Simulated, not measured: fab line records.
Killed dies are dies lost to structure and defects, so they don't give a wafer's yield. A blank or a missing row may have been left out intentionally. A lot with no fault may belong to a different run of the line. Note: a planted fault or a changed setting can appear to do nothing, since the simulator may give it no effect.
Matching of chambers / flow n5Finfet / rieDiel-01 running N5_BEOL_M8_STRIP_19: 4 sister chambers
The step strips in O2. 4 wafers are shown with their chamber, then 10 later ones without.

== WAFERS WITH THEIR CHAMBER ==
wafer=L079.4; chamber=3; showerheadPlenumPTorr (Torr)=1.99
wafer=L079.5; chamber=1; showerheadPlenumPTorr (Torr)=2.13
wafer=L085.1; chamber=2; showerheadPlenumPTorr (Torr)=2.08
wafer=L085.4; chamber=0; showerheadPlenumPTorr (Torr)=2.12

== WAFERS WHOSE CHAMBER IS MISSING ==
wafer=L085.5; showerheadPlenumPTorr (Torr)=2.12
wafer=L089.3; showerheadPlenumPTorr (Torr)=2.08
wafer=L089.5; showerheadPlenumPTorr (Torr)=2.08
wafer=L089.6; showerheadPlenumPTorr (Torr)=2.13
wafer=L094.1; showerheadPlenumPTorr (Torr)=2.07
wafer=L094.5; showerheadPlenumPTorr (Torr)=2.24
wafer=L094.6; showerheadPlenumPTorr (Torr)=2.11
wafer=L097.2; showerheadPlenumPTorr (Torr)=2.11
wafer=L097.3; showerheadPlenumPTorr (Torr)=2.12
wafer=L097.5; showerheadPlenumPTorr (Torr)=2.11

== THE CHAMBER EACH PASSED THROUGH ==
wafer=L085.5; from the rows above=can't be placed: 0 or 1 or 2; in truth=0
wafer=L089.3; from the rows above=can't be placed: 2 or 0 or 1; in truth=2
wafer=L089.5; from the rows above=can't be placed: 2 or 0 or 1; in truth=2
wafer=L089.6; from the rows above=can't be placed: 1 or 0 or 2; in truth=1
wafer=L094.1; from the rows above=can't be placed: 2 or 0 or 1 or 3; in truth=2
wafer=L094.5; from the rows above=can't be placed: 1 or 0 or 2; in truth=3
wafer=L094.6; from the rows above=can't be placed: 0 or 1 or 2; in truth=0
wafer=L097.2; from the rows above=can't be placed: 0 or 1 or 2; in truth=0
wafer=L097.3; from the rows above=can't be placed: 0 or 1 or 2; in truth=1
wafer=L097.5; from the rows above=can't be placed: 0 or 1 or 2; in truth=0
Correctly placed: 0 of 10. Not placeable from these rows: 10 (in 9, the candidates include the true chamber). 0 placed wrongly.
How it was worked out, from the rows above alone: a wafer's distance from a chamber is the root of the sum, over the readings, of the square of ((its reading less the chamber's mean) divided by the reading's scatter). If the next closest chamber is less than 2 further off than the closest, the wafer can't be placed; otherwise it belongs to the closest. For every chamber, the mean is computed from those of its wafers that are shown. The scatter: root of mean squared gap, hidden wafer to nearest shown wafer, with one shown wafer a chamber.
